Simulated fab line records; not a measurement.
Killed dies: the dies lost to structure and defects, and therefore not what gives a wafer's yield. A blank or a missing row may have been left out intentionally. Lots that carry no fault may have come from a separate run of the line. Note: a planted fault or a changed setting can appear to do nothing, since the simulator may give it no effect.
fab line records | flow n5-finfet | part 2 of 2: steps 18 to 30 of 30
record lots=5 wafers=15 last-day=16
route steps=1938 shown BEOL_M15@1820 PASS1_DEP@1831 MIM_BOT@1832 MIM_TOP@1834 MIM_TOP_LITHO@1839
lots that met no fault: taken from a fault-free run of the same line
start-h: start of the lot's first displayed wafer, in hours after the record's first day | wait-h: hours elapsed since this lot's preceding step | " unchanged from the row above | L1.1+2: several wafers, shown together as one row | - value missing, or start not given | * or withheld: withheld | < > ~ a bound
route shown NAME@n: NAME is a module with steps in the file, n the number in the route of the first one | usual: the fault-free wafers' mean and standard deviation | same: alike in all rows | chamber/n: place in a boat | sites: each site's reading | _std_site: their standard deviation | _edge_site: mean of outer sites minus mean of inner sites | radius-mm: for every site, how far away it sits from the centre of the wafer | mask NAME#n: copy n | behind: the most recent tool/chamber to have shaped the wafer | hold: why the lot went on hold/how many hours it stayed there/how the hold came to an end | device: which transistor (n, p or np) failed to switch | end of line: at the end of the route, the tests of the same wafers | a step without rows: its recipe alone | killed: dies that structure and defects cost at the first sort, which is not the same as the wafer's yield | map: the dies of a wafer, with x for killed, . for not killed, _ for no die there
set.NAME: the setting the step ran with; set.NAME@STEP: the setting that earlier step ran with | model.NAME: the simulator's own value behind a step, which no gauge read
lots seen at some steps along the route; tables by step, rows by wafer
services: the hour from which a tool's chamber was out of use, counted from the record's first day as start-h (under 0 if before that day), plus the number of hours and why
## steps
# step N5_MIM_TOP_DEGAS_04
# recipe ambient=vacuum temp-c=300 time-s=60
# usual heater-power-w=489/70
# columns lot.wafer tool chamber start-h wait-h heater-power-w
L077.1 pvd-sputter-03 - 272.92 - 545
L077.3 " - " " 448
L077.4 " - " " 423
L088.3 pvd-sputter-03 - 343.16 - 428
L088.5 " - " " 508
L088.6 " - " " 455
L087.2 pvd-sputter-02 - 343.66 - 583
L087.4 " - " " 568
L087.6 " - " " 567
L091.1 pvd-sputter-01 - 354.46 - 446
L091.2 " - " " 370
L091.5 " - " " 614
L094.1 pvd-sputter-03 - 374.66 - 499
L094.5 " - " " 571
L094.6 " - " " 428
# step N5_MIM_TOP_SPUTTER_03
# recipe material=TiN target-thk-a=350 temp-c=200 power-w=3000 chamber-pressure-pa=0.49996 gas=Ar reactive-partial-pa=0.37997 time-s=89.7
# usual chamber-pressure-pa=0.5000/0.00093 throttle-valve-pct=30.4/0.83
# columns lot.wafer tool chamber start-h wait-h chamber-pressure-pa throttle-valve-pct
L077.1 pvd-sputter-03 - 272.96 0.0 0.4998 29.7
L077.3 " - " " 0.5017 31.4
L077.4 " - " " 0.4999 29.8
L088.3 pvd-sputter-03 - 343.20 0.0 0.5002 29.8
L088.5 " - " " 0.5001 29.6
L088.6 " - " " 0.5014 31.3
L087.2 pvd-sputter-02 - 343.70 0.0 0.4986 31.0
L087.4 " - " " 0.4999 29.7
L087.6 " - " " 0.4999 29.4
L091.1 pvd-sputter-01 - 354.50 0.0 0.4997 31.7
L091.2 " - " " 0.4993 30.1
L091.5 " - " " 0.5002 31.3
L094.1 pvd-sputter-03 - 374.70 0.0 0.5002 29.7
L094.5 " - " " 0.5002 29.5
L094.6 " - " " 0.5004 29.6
# step N5_MIM_TOP_LITHO_HMDS_01
# recipe time-s=60 temp-c=120
# columns lot.wafer tool chamber start-h wait-h
L077.1+3+4 litho-track-01 0 273.06 0.1
L088.3+5+6 litho-track-05 0 343.30 0.1
L087.2+4+6 litho-track-04 0 343.80 0.1
L091.1+2+5 litho-track-01 0 354.60 0.1
L094.1+5+6 litho-track-01 0 374.80 0.1
# step N5_MIM_TOP_LITHO_COAT_02
# recipe spin-rpm=* resist-thk-nm=*
# usual spin-speed-rpm=*
# columns lot.wafer tool chamber start-h wait-h spin-speed-rpm
L077.1 litho-track-01 0 - - *
L077.3 " 0 " " *
L077.4 " 0 " " *
L088.3 litho-track-05 0 - - *
L088.5 " 0 " " *
L088.6 " 0 " " *
L087.2 litho-track-04 0 - - *
L087.4 " 0 " " *
L087.6 " 0 " " *
L091.1 litho-track-01 0 - - *
L091.2 " 0 " " *
L091.5 " 0 " " *
L094.1 litho-track-01 0 - - *
L094.5 " 0 " " *
L094.6 " 0 " " *
# step N5_MIM_TOP_LITHO_EBR_04
# recipe solvent=PGMEA ebr-width-mm=1.5
# columns lot.wafer tool chamber start-h wait-h
L077.1+3+4 litho-track-01 0 - -
L088.3+5+6 litho-track-05 0 - -
L087.2+4+6 litho-track-04 0 - -
L091.1+2+5 litho-track-01 0 - -
L094.1+5+6 litho-track-01 0 - -
# step N5_MIM_TOP_LITHO_SOFTBAKE_03
# recipe temp-c=100 time-s=90
# columns lot.wafer tool chamber start-h wait-h
L077.1+3+4 litho-track-01 0 - -
L088.3+5+6 litho-track-05 0 - -
L087.2+4+6 litho-track-04 0 - -
L091.1+2+5 litho-track-01 0 - -
L094.1+5+6 litho-track-01 0 - -
# step N5_MIM_TOP_LITHO_EXPOSE_05
# recipe mask-id=MIM_TOP na=0.55 source-shape=conventional sigma-outer=0.8 polarization=unpolarized target-cd-nm=2000 dose-mj=20.5
# usual exposure-dose-mJ-cm2=20.55/0.063 reticle-temp-C=22.97/0.1
# columns lot.wafer tool chamber start-h wait-h mask exposure-dose-mJ-cm2 reticle-temp-C
L077.1 krf-scanner-01 0 273.30 - MIM_TOP#0 20.47 23.01
L077.3 " 0 " " MIM_TOP#0 20.47 23.10
L077.4 " 0 " " MIM_TOP#0 20.48 23.13
L088.3 krf-scanner-01 0 343.55 - MIM_TOP#0 20.48 23.11
L088.5 " 0 " " MIM_TOP#0 20.48 23.04
L088.6 " 0 " " MIM_TOP#0 20.50 22.89
L087.2 krf-scanner-01 0 343.92 - MIM_TOP#0 20.47 23.00
L087.4 " 0 " " MIM_TOP#0 20.49 23.03
L087.6 " 0 " " MIM_TOP#0 20.51 23.06
L091.1 krf-scanner-02 0 354.71 - MIM_TOP#0 20.63 22.88
L091.2 " 0 " " MIM_TOP#0 20.64 23.01
L091.5 " 0 " " MIM_TOP#0 20.61 23.01
L094.1 krf-scanner-02 0 375.03 - MIM_TOP#0 20.60 22.95
L094.5 " 0 " " MIM_TOP#0 20.63 23.02
L094.6 " 0 " " MIM_TOP#0 20.57 22.86
# step N5_MIM_TOP_LITHO_PEB_06
# recipe peb-temp-c=withheld peb-time-s=*
# columns lot.wafer tool chamber start-h wait-h
L077.1+3+4 litho-track-04 0 273.35 0.1
L088.3+5+6 litho-track-01 0 343.59 0.0
L087.2+4+6 litho-track-01 0 343.97 0.0
L091.1+2+5 litho-track-01 0 354.77 0.1
L094.1+5+6 litho-track-01 0 375.09 0.1
# step N5_MIM_TOP_LITHO_DEVELOP_07
# recipe develop-time-s=60 rinse-liquid=diw dry=air-spin dev-temp-c=21
# columns lot.wafer tool chamber start-h wait-h
L077.1+3+4 litho-track-04 0 - -
L088.3+5+6 litho-track-01 0 - -
L087.2+4+6 litho-track-01 0 - -
L091.1+2+5 litho-track-01 0 - -
L094.1+5+6 litho-track-01 0 - -
# step N5_MIM_TOP_LITHO_HARDBAKE_09
# recipe temp-c=130 time-s=120
# columns lot.wafer tool chamber start-h wait-h
L077.1+3+4 litho-track-04 0 - -
L088.3+5+6 litho-track-01 0 - -
L087.2+4+6 litho-track-01 0 - -
L091.1+2+5 litho-track-01 0 - -
L094.1+5+6 litho-track-01 0 - -
# step N5_MIM_TOP_LITHO_CD_MEAS_08
# recipe target-cd-nm=2000 landing-energy-ev=500 detector=se-inlens
# usual cd-nm=1999.4/2.3
# columns lot.wafer tool chamber start-h wait-h cd-nm
L077.1 cd-sem-01 0 273.47 - 1998.1
L077.3 " 0 " " 1997.3
L077.4 " 0 " " 2001.8
L088.3 cd-sem-03 0 343.71 - 1999.5
L088.5 " 0 " " 1997.7
L088.6 " 0 " " 1998.8
L087.2 cd-sem-03 0 344.09 - 2000.4
L087.4 " 0 " " 1999.2
L087.6 " 0 " " 1999.9
L091.1 cd-sem-01 0 354.89 - 1998.6
L091.2 " 0 " " 1996.1
L091.5 " 0 " " 2000.4
L094.1 cd-sem-01 0 375.21 - 1997.7
L094.5 " 0 " " 1997.3
L094.6 " 0 " " 1997.1
# step N5_MIM_TOP_LITHO_OVL_MEAS_11
# recipe points-per-wafer=44
# usual MIM_TOP_OVL=-1/5.6
# columns lot.wafer tool chamber start-h wait-h MIM_TOP_OVL[nm]
L077.1 overlay-02 0 273.50 0.0 -7
L077.3 " 0 " " 7
L077.4 " 0 " " 4
L088.3 overlay-01 0 343.74 0.0 7
L088.5 " 0 " " -2
L088.6 " 0 " " -4
L087.2 overlay-01 0 344.12 0.0 -5
L087.4 " 0 " " -10
L087.6 " 0 " " -5
L091.1 overlay-02 0 354.92 0.0 11
L091.2 " 0 " " 0
L091.5 " 0 " " 0
L094.1 overlay-02 0 375.24 0.0 -9
L094.5 " 0 " " -10
L094.6 " 0 " " -3
# step N5_MIM_TOP_LITHO_INSPECT_12
# recipe mode=adi inspect-instrument=macro
# usual raw-defect-count=2.2/1.5
# columns lot.wafer tool chamber start-h wait-h raw-defect-count
L077.1 defect-inspect-01 - 273.53 0.0 0
L077.3 " - " " 0
L077.4 " - " " 2
L088.3 defect-inspect-02 - 343.77 0.0 3
L088.5 " - " " 2
L088.6 " - " " 1
L087.2 defect-inspect-02 - 344.14 0.0 1
L087.4 " - " " 0
L087.6 " - " " 4
L091.1 defect-inspect-02 - 354.94 0.0 2
L091.2 " - " " 5
L091.5 " - " " 1
L094.1 defect-inspect-01 - 375.26 0.0 0
L094.5 " - " " 4
L094.6 " - " " 2
## services
# columns tool chamber start-h hours kind
ecd-cu-01 - 242.96 2.5 repair
cmp-01 - 247.09 14.3 pm
cmp-01 - 268.07 5.1 pm
pecvd-01 0 271.13 58.4 repair
krf-scanner-02 - 273.57 1.9 repair
pvd-sputter-03 - 278.15 5.5 repair
pecvd-01 2 280.52 5.9 repair
rtp-anneal-01 - 287.31 2.7 pm
pvd-sputter-02 - 294.67 5.9 repair
ecd-cu-01 - 302.10 0.3 repair
rtp-anneal-02 - 306.38 4.2 pm
pvd-sputter-01 - 310.24 2.1 repair
krf-scanner-02 - 310.60 4.0 pm
krf-scanner-01 - 323.27 4.4 pm
cmp-01 - 324.08 3.3 repair
krf-scanner-02 - 327.65 1.0 pm
ecd-cu-02 - 327.71 2.7 repair
krf-scanner-01 - 329.32 1.0 pm
pecvd-04 - 330.61 0.5 repair
cmp-02 - 341.55 6.4 pm
pecvd-04 - 351.58 5.5 pm
ald-hk-02 - 361.58 2.8 pm
cmp-02 - 363.83 3.7 pm
ald-hk-02 - 365.57 2.5 repair
